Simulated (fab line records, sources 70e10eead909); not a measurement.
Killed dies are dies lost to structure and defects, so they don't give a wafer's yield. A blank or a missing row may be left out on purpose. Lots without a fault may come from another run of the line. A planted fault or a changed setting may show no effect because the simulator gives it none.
fab line records | flow nand_harc
record lots=13 wafers=39 last_day=35
route steps=1302 shown HYBRID_BOND@1242 THIN_TSV@1250 END@1302
lots that met no fault: from a run of the same line without faults
start_h: hours from the record's first day to the start of the lot's first wafer shown | wait_h: hours since the lot's step before | " the same as in the row above | L1.1+2: a row that stands for several wafers | - no value, or no start given | * or withheld: withheld | < > ~ a bound
route shown NAME@n: a module of which the file shows steps, and the number in the route of the first | usual: mean/standard deviation of fault-free wafers | same: alike in all rows | chamber/n: place in a boat | sites: the reading at each site | _std_site: their standard deviation | _edge_site: outer sites' mean less inner sites' | radius_mm: how far each site lies from the wafer's centre | mask NAME#n: copy n | behind: the tool/chamber that last shaped the wafer | hold: why the lot was held/for how many hours/how that ended | device: the transistor (n, p or np) that didn't switch | end of line: the same wafers' tests at the end of the route | a step without rows: its recipe alone | killed: dies lost to structure and defects at the first sort, not the wafer's yield | map: a wafer's dies, x killed, . not, _ none there
set.NAME: the setting as run; set.NAME@STEP: as run at that earlier step | model.NAME: the simulator's own value behind a step, which no gauge read
steps of the route over a sample of lots; a table a step, a row a wafer
services: from which hour (start_h, from the record's first day; less than 0 if before it) a tool's chamber was out of use, for how many hours, and why
## steps
# step NHARC_HYBRID_BOND_OVL_MEAS_05
# usual overlay_x_nm=-1/34 overlay_y_nm=0/32
# columns lot.wafer tool chamber start_h wait_h overlay_x_nm overlay_y_nm
L144.2 overlay-01 - 560.74 0.4 26 23
L144.5 " - " " 6 -14
L144.6 " - " " -35 -4
L145.3 overlay-02 - 560.74 0.4 -81 -38
L145.4 " - " " 36 23
L145.6 " - " " -37 -21
L151.1 overlay-01 - 602.27 0.4 10 34
L151.4 " - " " -21 -35
L151.5 " - " " 25 -46
L149.2 overlay-01 - 609.10 0.4 31 -8
L149.4 " - " " 4 -42
L149.5 " - " " -2 -56
L158.1 overlay-02 - 686.27 0.4 19 66
L158.2 " - " " -28 -64
L158.4 " - " " -22 35
L157.2 overlay-01 - 686.27 0.4 -4 -1
L157.3 " - " " 3 -34
L157.5 " - " " 6 -2
L159.1 overlay-02 - 695.25 0.4 -24 -20
L159.5 " - " " 40 -60
L159.6 " - " " -10 -3
L160.2 overlay-02 - 699.15 0.4 18 -22
L160.3 " - " " 58 -49
L160.6 " - " " -14 15
L161.1 overlay-01 - 714.09 0.4 -50 68
L161.4 " - " " 6 43
L161.5 " - " " 38 22
L162.1 overlay-02 - 731.01 0.4 -27 23
L162.3 " - " " 52 4
L162.5 " - " " 33 -70
L163.3 overlay-01 - 737.62 0.4 -19 9
L163.5 " - " " 3 25
L163.6 " - " " -21 7
L166.2 overlay-02 - 766.90 0.4 0 -59
L166.3 " - " " -8 -30
L166.5 " - " " 33 -37
L165.3 overlay-02 - 777.46 0.4 -16 28
L165.5 " - " " 3 -14
L165.6 " - " " 41 -20
# step NHARC_THIN_TSV_DEP_43
# recipe target_thk_a=13285 temp_c=withheld pressure_torr=6.5 rf_w=900 teos_flow_sccm=161.4 flow_sccm=2650 target_thk_nm=1328.5 gas=O2 material=SiO2
# usual throttle_valve_pct=15.7/0.5
# columns lot.wafer tool chamber start_h wait_h throttle_valve_pct
L144.2 pecvd-04 0 562.69 - 15.5
L144.5 " 2 " " 15.4
L144.6 " 0 " " 15.8
L145.3 pecvd-01 2 563.86 - 16.3
L145.6 " 0 " " 15.8
L145.4 " 1 " " 15.9
L151.1 pecvd-01 1 604.23 - 16.1
L151.4 " 0 " " 15.8
L151.5 " 1 " " 16.1
L149.2 pecvd-04 2 612.24 - 15.7
L149.4 " 1 " " 15.4
L149.5 " 0 " " 15.5
L157.2 pecvd-02 1 688.19 - 15.5
L157.3 " 2 " " 16.4
L157.5 " 0 " " 15.1
L158.1 pecvd-02 1 689.37 - 15.7
L158.2 " 0 " " 14.8
L158.4 " 1 " " 15.7
L159.1 pecvd-04 0 697.17 - 15.7
L159.6 " 0 " " 15.9
L159.5 " 2 " " 15.6
L160.2 pecvd-02 0 701.07 - 15.0
L160.3 " 2 " " 16.3
L160.6 " 1 " " 15.9
L161.1 pecvd-02 2 716.15 - 16.3
L161.4 " 0 " " 14.8
L161.5 " 2 " " 16.6
L162.1 pecvd-02 1 734.18 - 15.6
L162.3 " 2 " " 16.5
L162.5 " 2 " " 16.3
L163.3 pecvd-02 0 758.27 - 15.0
L163.5 " 0 " " 15.1
L163.6 " 1 " " 15.3
L166.2 pecvd-02 1 768.82 - 15.8
L166.3 " 2 " " 16.7
L166.5 " 2 " " 16.5
L165.3 pecvd-02 2 807.87 - 15.9
L165.6 " 0 " " 14.7
L165.5 " 1 " " 15.0
# step NHARC_THIN_TSV_CD_MEAS_33
# recipe target_cd_nm=5000 landing_energy_ev=500
# usual cd_nm=4999.9/1.8
# columns lot.wafer tool chamber start_h wait_h cd_nm
L144.2 cd_sem-01 0 569.27 - 5000.7
L144.5 " 0 " " 5002.4
L144.6 " 0 " " 4998.2
L145.3 cd_sem-03 0 570.51 - 5000.3
L145.4 " 0 " " 5001.4
L145.6 " 0 " " 5000.6
L151.1 cd_sem-03 0 611.23 - 5003.3
L151.4 " 0 " " 5003.0
L151.5 " 0 " " 5004.4
L149.2 cd_sem-03 0 618.81 - 5001.0
L149.4 " 0 " " 5001.3
L149.5 " 0 " " 4999.1
L157.2 cd_sem-02 0 695.66 - 4999.4
L157.3 " 0 " " 5002.2
L157.5 " 0 " " 5002.0
L158.1 cd_sem-01 0 696.64 - 5001.4
L158.2 " 0 " " 4999.0
L158.4 " 0 " " 4999.1
L159.1 cd_sem-01 0 704.06 - 4999.2
L159.5 " 0 " " 4999.9
L159.6 " 0 " " 5002.4
L160.2 cd_sem-02 0 707.76 - 4999.6
L160.3 " 0 " " 5001.7
L160.6 " 0 " " 5000.5
L161.1 cd_sem-02 0 722.66 - 4999.1
L161.4 " 0 " " 4996.7
L161.5 " 0 " " 4998.2
L162.1 cd_sem-03 0 740.73 - 5000.8
L162.3 " 0 " " 4999.3
L162.5 " 0 " " 5002.0
L163.3 cd_sem-03 0 764.95 - 5001.6
L163.5 " 0 " " 5000.8
L163.6 " 0 " " 4999.5
L166.2 cd_sem-02 0 775.47 - 4998.8
L166.3 " 0 " " 5000.6
L166.5 " 0 " " 4999.3
L165.3 cd_sem-03 0 814.89 - 4999.6
L165.5 " 0 " " 5000.0
L165.6 " 0 " " 4999.2
# step NHARC_THIN_TSV_ETCH_59
# recipe target_depth_a=8800 icp_w=900 bias_w=100 Cl2_flow_sccm=60 bcl3_flow_sccm=30 time_s=138.1 chemistry=Cl2/BCl3
# usual drypump_motor_current_A=6.0/0.47 mfc_cl2_sccm=60.00/0.17 oes_product_au=0.994/0.0094 throttle_valve_pct=22.264/0.0089
# columns lot.wafer tool chamber start_h wait_h drypump_motor_current_A mfc_cl2_sccm oes_product_au rf_hours_counter_h throttle_valve_pct
L144.2 rie_metal-01 1 569.59 0.1 6.4 59.98 0.993 2.8 22.257
L144.6 " 0 " " 6.6 59.78 0.985 - 22.262
L144.5 " 1 " " 6.4 59.78 0.998 - 22.266
L145.3 rie_metal-03 0 570.87 0.2 5.9 60.13 0.986 - 22.237
L145.4 " 1 " " 5.6 60.17 0.993 - 22.279
L145.6 " 1 " " 5.6 60.01 1.002 - 22.265
L151.1 rie_metal-01 1 611.55 0.1 6.5 59.89 0.984 0.7 22.254
L151.4 " 1 " " 6.4 59.77 1.308 - 22.256
L151.5 " 1 " " 6.4 59.80 0.992 - 22.273
L149.2 rie_metal-01 1 619.17 0.2 6.5 59.61 1.291 - 22.263
L149.4 " 1 " " 6.5 59.91 1.289 - 22.259
L149.5 " 1 " " 6.5 59.97 0.980 - 22.270
L157.2 rie_metal-01 0 695.94 0.1 6.7 60.24 0.982 1.2 22.273
L157.3 " 1 " " 6.5 59.97 0.994 - 22.258
L157.5 " 1 " " 6.5 59.83 1.009 - 22.266
L158.2 rie_metal-02 1 696.93 0.1 5.7 60.11 0.993 1.0 22.271
L158.1 " 0 " " 5.2 60.23 1.007 1.0 22.269
L158.4 " 1 " " 5.8 59.95 1.001 - 22.274
L159.1 rie_metal-01 1 704.35 0.1 6.5 60.02 0.998 2.9 22.270
L159.6 " 1 " " 6.4 59.98 1.002 - 22.256
L159.5 " 0 " " 6.6 60.19 0.981 - 22.270
L160.2 rie_metal-03 0 708.04 0.1 5.9 60.03 0.998 0.0 22.267
L160.3 " 1 " " 5.6 60.01 0.991 - 22.252
L160.6 " 1 " " 5.6 59.99 0.982 - 22.270
L161.1 rie_metal-03 1 722.94 0.1 5.6 60.23 0.990 0.3 22.257
L161.4 " 0 " " 5.9 60.21 0.990 - 22.265
L161.5 " 1 " " 5.5 60.02 0.993 - 22.273
L162.1 rie_metal-02 0 741.02 0.1 5.2 59.90 0.998 2.0 22.273
L162.3 " 0 " " 5.2 60.04 0.998 - 22.271
L162.5 " 0 " " 5.2 59.84 1.007 - 22.270
L163.3 rie_metal-01 1 765.34 0.2 6.5 60.03 0.989 - 22.271
L163.5 " 0 " " 6.6 60.29 1.005 - 22.259
L163.6 " 1 " " 6.4 60.16 0.985 - 22.268
L166.2 rie_metal-03 0 775.75 0.1 5.9 60.02 0.992 1.1 22.258
L166.3 " 0 " " 5.9 60.15 0.990 - 22.256
L166.5 " 1 " " 5.6 60.17 0.988 - 22.261
L165.3 rie_metal-01 1 815.25 0.2 6.5 59.79 0.985 - 22.254
L165.6 " 1 " " 6.4 60.08 0.988 - 22.269
L165.5 " 0 " " 6.6 59.81 1.000 - 22.272
# step NHARC_THIN_TSV_CD_MEAS_37
# usual cd_nm=5000.6/2.4
# columns lot.wafer tool chamber start_h wait_h cd_nm
L144.2 cd_sem-03 - 570.70 - 5002.6
L144.5 " - " " 5003.0
L144.6 " - " " 4996.4
L145.3 cd_sem-03 - 572.01 - 5003.2
L145.4 " - " " 5002.3
L145.6 " - " " 5002.0
L151.1 cd_sem-03 - 612.96 - 5003.0
L151.4 " - " " 4985.6
L151.5 " - " " 5009.8
L149.2 cd_sem-03 - 620.46 - 4987.4
L149.4 " - " " 4988.5
L149.5 " - " " 5003.3
L157.2 cd_sem-02 - 697.09 - 5002.1
L157.3 " - " " 5003.9
L157.5 " - " " 5003.0
L158.1 cd_sem-01 - 698.46 - 5001.3
L158.2 " - " " 5001.6
L158.4 " - " " 5000.5
L159.1 cd_sem-03 - 705.52 - 5001.1
L159.5 " - " " 5002.9
L159.6 " - " " 5003.0
L160.2 cd_sem-02 - 709.28 - 5001.0
L160.3 " - " " 5000.5
L160.6 " - " " 5000.9
L161.1 cd_sem-03 - 724.10 - 5000.0
L161.4 " - " " 4999.0
L161.5 " - " " 5001.1
L162.1 cd_sem-02 - 742.25 - 4998.8
L162.3 " - " " 5000.6
L162.5 " - " " 5002.2
L163.3 cd_sem-03 - 766.39 - 5002.1
L163.5 " - " " 4998.6
L163.6 " - " " 4999.3
L166.2 cd_sem-03 - 776.91 - 5001.2
L166.3 " - " " 5001.9
L166.5 " - " " 4998.3
L165.3 cd_sem-02 - 816.33 - 4998.9
L165.5 " - " " 4997.2
L165.6 " - " " 4999.3
# step NHARC_END_SORT_01
# recipe temp_c=25
# usual defect_limited_yield=90/3.4 killed_at_array=62/22 killed_at_other=1.0/1.4 killed_at_periphery=4.2/2.8 killed_dies=67/23 killed_open=3.1/1.7 killed_short=2.1/1.5
# same gross_dies=677
# columns lot.wafer tool chamber start_h wait_h defect_limited_yield[%] killed_at_array killed_at_other killed_at_periphery killed_dies killed_open killed_short
L159.1 prober-01 0 714.24 2.5 88 78 1 0 79 0 3
L159.5 prober-01 0 717.43 3.7 88 79 0 3 82 3 2
L159.6 prober-01 0 718.22 4.0 87 82 2 1 85 4 2
L160.2 prober-02 0 718.45 2.8 91 43 3 12 58 4 3
L160.3 prober-02 0 719.24 3.1 91 46 2 11 59 2 4
L160.6 prober-02 0 721.60 3.9 93 45 1 3 49 5 2
L161.1 prober-01 0 731.63 2.5 95 33 0 2 35 3 2
L161.4 prober-01 0 734.02 3.4 95 32 0 1 33 5 0
L161.5 prober-01 0 734.81 3.7 95 34 0 1 35 4 2
# killed by level:class
L159.1 A_SLIT:chamber_film_flake=39 A_CHANNEL_HOLE_D1:chamber_film_flake=28 A_STAIRCASE:chamber_film_flake=4 A_CONTACT:chamber_film_flake=4 A_ONON_D1:geometric_particle:short=1 A_CHANNEL_FILL_D1:geometric_particle:short=1 A_ONON_D2:geometric_particle:short=1 THIN_TSV:chamber_film_flake=1
L159.5 A_SLIT:chamber_film_flake=35 A_CHANNEL_HOLE_D1:chamber_film_flake=31 A_CONTACT:chamber_film_flake=6 A_ONON_D1:geometric_particle:open=2 P_BONDPAD:chamber_film_flake=2 A_SGD_CUT:chamber_film_flake=2 P_CONTACT:geometric_particle:open=1 A_CHANNEL_FILL_D1:geometric_particle:short=1
L159.6 A_SLIT:chamber_film_flake=34 A_CHANNEL_HOLE_D1:chamber_film_flake=32 A_STAIRCASE:chamber_film_flake=4 A_CONTACT:chamber_film_flake=4 A_ONON_D2:geometric_particle:open=2 A_WL_FILL:chamber_film_flake=2 A_CHANNEL_FILL_D2:geometric_particle:short=1 A_WL_FILL:geometric_particle:open=1
L160.2 A_CHANNEL_HOLE_D1:chamber_film_flake=22 P_CONTACT:chamber_film_flake=7 A_CONTACT:chamber_film_flake=7 A_SLIT:chamber_film_flake=6 A_STAIRCASE:chamber_film_flake=3 THIN_TSV:chamber_film_flake=3 P_CONTACT:geometric_particle:short=2 P_GATE:chamber_film_flake=2
L160.3 A_CHANNEL_HOLE_D1:chamber_film_flake=27 A_CONTACT:chamber_film_flake=8 P_CONTACT:chamber_film_flake=7 A_STAIRCASE:chamber_film_flake=3 P_GATE:chamber_film_flake=2 A_SLIT:chamber_film_flake=2 THIN_TSV:chamber_film_flake=2 P_CONTACT:geometric_particle:open=1
L160.6 A_CHANNEL_HOLE_D1:chamber_film_flake=26 A_CONTACT:chamber_film_flake=5 A_SLIT:chamber_film_flake=3 A_BLC:geometric_particle:open=2 P_CONTACT:chamber_film_flake=2 A_ONON_D1:geometric_particle:open=1 A_CHANNEL_FILL_D1:geometric_particle:short=1 A_DECK1_JOINT:geometric_particle:open=1
L161.1 A_CHANNEL_HOLE_D1:chamber_film_flake=12 A_SLIT:chamber_film_flake=5 A_CONTACT:chamber_film_flake=3 P_ZERO_WELL:chamber_film_flake=2 A_DECK1_JOINT:chamber_film_flake=2 A_CHANNEL_FILL_D2:chamber_film_flake=2 A_STAIRCASE:chamber_film_flake=2 A_ONON_D1:geometric_particle:open=1
L161.4 A_CHANNEL_HOLE_D1:chamber_film_flake=12 A_SLIT:chamber_film_flake=6 A_STAIRCASE:chamber_film_flake=3 A_CONTACT:chamber_film_flake=3 A_M0:geometric_particle:open=2 A_CHANNEL_HOLE_D1:geometric_particle:open=1 A_SLIT:geometric_particle:open=1 A_CONTACT:geometric_particle:open=1
L161.5 A_CHANNEL_HOLE_D1:chamber_film_flake=12 A_SLIT:chamber_film_flake=5 A_ZERO_WELL:chamber_film_flake=2 A_CHANNEL_FILL_D1:chamber_film_flake=2 A_DECK1_JOINT:chamber_film_flake=2 A_STAIRCASE:chamber_film_flake=2 A_CONTACT:chamber_film_flake=2 A_SOURCE_PLATE:geometric_particle:open=1
## services
# columns tool chamber start_h hours kind
rie_metal-01 - 575.00 9.0 pm
pecvd-02 - 589.35 13.0 pm
pecvd-02 0 589.35 13.0 vent_cycle
pecvd-02 1 589.35 13.0 vent_cycle
pecvd-02 2 589.35 13.0 vent_cycle
rie_metal-01 0 590.30 29.2 repair
rie_metal-02 - 591.83 27.4 repair
pecvd-02 0 602.35 - clean
pecvd-02 1 602.35 - clean
pecvd-02 2 602.35 - clean
rie_metal-02 - 631.00 9.0 pm
pecvd-04 - 631.38 13.0 pm
rie_metal-03 0 634.11 17.5 repair
pecvd-01 - 691.12 13.0 pm
rie_metal-03 - 696.00 9.0 pm
rie_metal-02 - 696.20 0.5 repair
pecvd-04 1 720.65 2.9 repair
rie_metal-01 - 736.27 0.7 repair
rie_metal-02 - 744.27 0.2 repair
rie_metal-01 - 752.00 9.0 pm
pecvd-02 - 770.35 13.0 pm
pecvd-04 0 795.83 17.0 repair
rie_metal-02 - 808.00 9.0 pm
pecvd-04 - 812.38 13.0 pm
## key
first_sign step=NHARC_THIN_TSV_ETCH_59 reading=oes_product_au direction=up sigmas=32 usual=0.994 struck=1.296
effect step=NHARC_THIN_TSV_CD_MEAS_37 reading=cd_nm direction=down sigmas=5.6 usual=5000.6 struck=4987.2
met_at NHARC_THIN_TSV_ETCH_59
struck_lots L149,L151
struck_wafers L149.2,L149.4,L151.4
not_acting_at NHARC_HYBRID_BOND_OVL_MEAS_05,NHARC_THIN_TSV_DEP_43,NHARC_THIN_TSV_CD_MEAS_33
onset_between 569.59 611.55
fault kind=process_parameter_drift tool=rie_metal-01 chamber=- onset_h=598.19 steps=NHARC_THIN_TSV_ETCH_59 channel=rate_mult offset=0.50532 shape=step end_h=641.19 scope=struck_wafers_only
